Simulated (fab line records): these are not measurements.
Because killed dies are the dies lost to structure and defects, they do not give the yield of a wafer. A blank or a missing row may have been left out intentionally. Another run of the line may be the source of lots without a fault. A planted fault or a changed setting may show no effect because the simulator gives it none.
The tool behind it: which one? / flow nand_harc / 14 lots with 42 wafers sampled at 5 steps, on a route of 1302 steps

== WHAT THE GAUGES SHOWED, per wafer ==
NHARC_A_DECK1_JOINT_THK_MEAS_14: measures by ellipsometry.
lot=L147; measured=day 12 02:59; on=film_metro-01; thk_nm (nm)=50.4 49.9 50.9
lot=L149; measured=day 12 16:25; on=film_metro-02; thk_nm (nm)=51.8 51.6 51.2
lot=L150; measured=day 13 05:21; on=film_metro-01; thk_nm (nm)=52.7 50.1 50.8
lot=L151; measured=day 13 21:02; on=film_metro-01; thk_nm (nm)=52.6 52.6 51.2
lot=L152; measured=day 14 09:49; on=film_metro-02; thk_nm (nm)=52.8 52.2 52.0
lot=L153; measured=day 15 03:26; on=film_metro-01; thk_nm (nm)=52.6 50.5 51.1
lot=L156; measured=day 16 05:41; on=film_metro-02; thk_nm (nm)=50.8 50.7 52.6
lot=L157; measured=day 16 05:41; on=film_metro-01; thk_nm (nm)=51.9 50.7 51.1
lot=L158; measured=day 17 10:07; on=film_metro-02; thk_nm (nm)=51.6 51.4 52.8
lot=L159; measured=day 17 16:57; on=film_metro-02; thk_nm (nm)=53.5 49.7 51.8
lot=L165; measured=day 19 18:30; on=film_metro-01; thk_nm (nm)=50.3 52.4 53.9
lot=L166; measured=day 20 03:59; on=film_metro-02; thk_nm (nm)=52.8 50.4 50.5
lot=L168; measured=day 20 12:12; on=film_metro-01; thk_nm (nm)=52.5 52.3 51.5
lot=L167; measured=day 20 12:12; on=film_metro-02; thk_nm (nm)=52.2 51.1 52.1

NHARC_A_ONON_D2_THK_MEAS_14: measures by ellipsometry.
lot=L147; measured=day 13 03:20; on=film_metro-01; thk_nm (nm)=1003 1002 1002
lot=L149; measured=day 13 16:41; on=film_metro-02; thk_nm (nm)=990 988 989
lot=L150; measured=day 14 15:35; on=film_metro-01; thk_nm (nm)=1011 1009 1009
lot=L151; measured=day 15 04:36; on=film_metro-02; thk_nm (nm)=998 996 996
lot=L152; measured=day 15 16:00; on=film_metro-02; thk_nm (nm)=998 998 996
lot=L153; measured=day 16 02:55; on=film_metro-02; thk_nm (nm)=1007 1006 1006
lot=L156; measured=day 17 07:20; on=film_metro-02; thk_nm (nm)=993 992 993
lot=L157; measured=day 17 07:32; on=film_metro-01; thk_nm (nm)=998 999 998
lot=L158; measured=day 18 13:35; on=film_metro-02; thk_nm (nm)=1006 1007 1005
lot=L159; measured=day 18 20:50; on=film_metro-01; thk_nm (nm)=978 977 978
lot=L165; measured=day 21 00:37; on=film_metro-02; thk_nm (nm)=1001 1003 1003
lot=L166; measured=day 21 09:44; on=film_metro-01; thk_nm (nm)=999 998 999
lot=L168; measured=day 21 15:49; on=film_metro-01; thk_nm (nm)=1005 1003 1003
lot=L167; measured=day 21 15:50; on=film_metro-01; thk_nm (nm)=1016 1016 1015

NHARC_A_ONON_D2_THK_MEAS_18: measures by ellipsometry.
lot=L147; measured=day 13 10:42; on=film_metro-02; thk_nm (nm)=1015 1013 1015
lot=L149; measured=day 14 03:05; on=film_metro-02; thk_nm (nm)=994 994 995
lot=L150; measured=day 14 23:01; on=film_metro-02; thk_nm (nm)=1015 1015 1014
lot=L151; measured=day 15 13:59; on=film_metro-02; thk_nm (nm)=982 981 982
lot=L152; measured=day 15 23:22; on=film_metro-01; thk_nm (nm)=997 998 999
lot=L153; measured=day 16 10:16; on=film_metro-02; thk_nm (nm)=1004 1004 1005
lot=L156; measured=day 17 15:05; on=film_metro-02; thk_nm (nm)=1025 1024 1024
lot=L157; measured=day 17 15:05; on=film_metro-01; thk_nm (nm)=1000 999 1000
lot=L158; measured=day 18 21:53; on=film_metro-02; thk_nm (nm)=631 634 633
lot=L159; measured=day 19 07:35; on=film_metro-02; thk_nm (nm)=628 629 630
lot=L165; measured=day 21 08:22; on=film_metro-01; thk_nm (nm)=994 991 993
lot=L166; measured=day 21 17:31; on=film_metro-01; thk_nm (nm)=1002 1000 1000
lot=L168; measured=day 22 00:13; on=film_metro-01; thk_nm (nm)=990 994 992
lot=L167; measured=day 22 00:13; on=film_metro-01; thk_nm (nm)=1012 1013 1011

NHARC_END_SORT_01.
lot=L158; measured=day 30 16:30; on=prober-01; killed_at_array=674 677 673; killed_at_other=0 0 0; killed_at_periphery=3 0 4; killed_dies=677 677 677; killed_open=3 1 9; killed_short=5 5 1
lot=L159; measured=day 30 14:56; on=prober-02; killed_at_array=674 672 671; killed_at_other=0 0 0; killed_at_periphery=3 5 6; killed_dies=677 677 677; killed_open=6 2 1; killed_short=2 4 4

== TOOL THAT RAN EACH LOT (tool first, then ch and the chambers of the sampled wafers, then the start) ==
lot=L147; NHARC_A_ONON_D2_DEP_16=pecvd_onon-04 ch 0, day 13 10:11
lot=L149; NHARC_A_ONON_D2_DEP_16=pecvd_onon-03 ch 0, day 14 02:37
lot=L150; NHARC_A_ONON_D2_DEP_16=pecvd_onon-04 ch 0, day 14 22:30
lot=L151; NHARC_A_ONON_D2_DEP_16=pecvd_onon-04 ch 0, day 15 13:29
lot=L152; NHARC_A_ONON_D2_DEP_16=pecvd_onon-04 ch 0, day 15 22:55
lot=L153; NHARC_A_ONON_D2_DEP_16=pecvd_onon-04 ch 0, day 16 09:52
lot=L156; NHARC_A_ONON_D2_DEP_16=pecvd_onon-04 ch 0, day 17 14:34
lot=L157; NHARC_A_ONON_D2_DEP_16=pecvd_onon-03 ch 0, day 17 14:38
lot=L158; NHARC_A_ONON_D2_DEP_16=pecvd_onon-04 ch 0, day 18 21:29
lot=L159; NHARC_A_ONON_D2_DEP_16=pecvd_onon-04 ch 0, day 19 07:05
lot=L165; NHARC_A_ONON_D2_DEP_16=pecvd_onon-01 ch 0, day 21 07:51
lot=L166; NHARC_A_ONON_D2_DEP_16=pecvd_onon-01 ch 0, day 21 17:04
lot=L168; NHARC_A_ONON_D2_DEP_16=pecvd_onon-03 ch 0, day 21 23:45
lot=L167; NHARC_A_ONON_D2_DEP_16=pecvd_onon-01 ch 0, day 21 23:46
- NHARC_A_ONON_D2_DEP_16: target thk 1000 nm.

== AS READ BY THE TOOLS THEMSELVES (means over the sampled wafers that have a number; for cases with no such wafer, the mark the record gives instead) ==
The record holds no such reading with a usual standard deviation.

== THE ANSWER, worked out from the rows above alone ==
Rule: usual is defined by the lots themselves. The widest of any qualifying gaps counts: lots, ordered by their means at a reading, are off when they make up no more than a third of the lots, leave a main group of 4 or more, and stand apart from it by 3 or more times the standard deviation of that group's means. A main group is skipped when, at the precision printed for the reading in the tables above, its means are all equal. Also off: a lot with no number at a reading for which 4 or more lots have one. All remaining lots with rows at the step are treated as sound. After the gauges, taken in route order, come the tools' own readings; for these a lot's mean is taken, as printed above. At the first step where some lot is off, the reading lying furthest off is the one used; lots without a number count as furthest.
Off: L158, L159, at NHARC_A_ONON_D2_THK_MEAS_18 (thk_nm). For the main group the mean is 1002 nm and the standard deviation 12.
A tool fits if, at a process step before that reading, it ran every lot that is off, and no sound lot after the first of them. The gauges at NHARC_A_ONON_D2_THK_MEAS_18 are tried like those tools. Undecided on this evidence; 2 tools fit (pecvd_onon-04 at NHARC_A_ONON_D2_DEP_16, film_metro-02 at NHARC_A_ONON_D2_THK_MEAS_18).

== WHAT WAS PUT IN BY THE SIMULATOR ==
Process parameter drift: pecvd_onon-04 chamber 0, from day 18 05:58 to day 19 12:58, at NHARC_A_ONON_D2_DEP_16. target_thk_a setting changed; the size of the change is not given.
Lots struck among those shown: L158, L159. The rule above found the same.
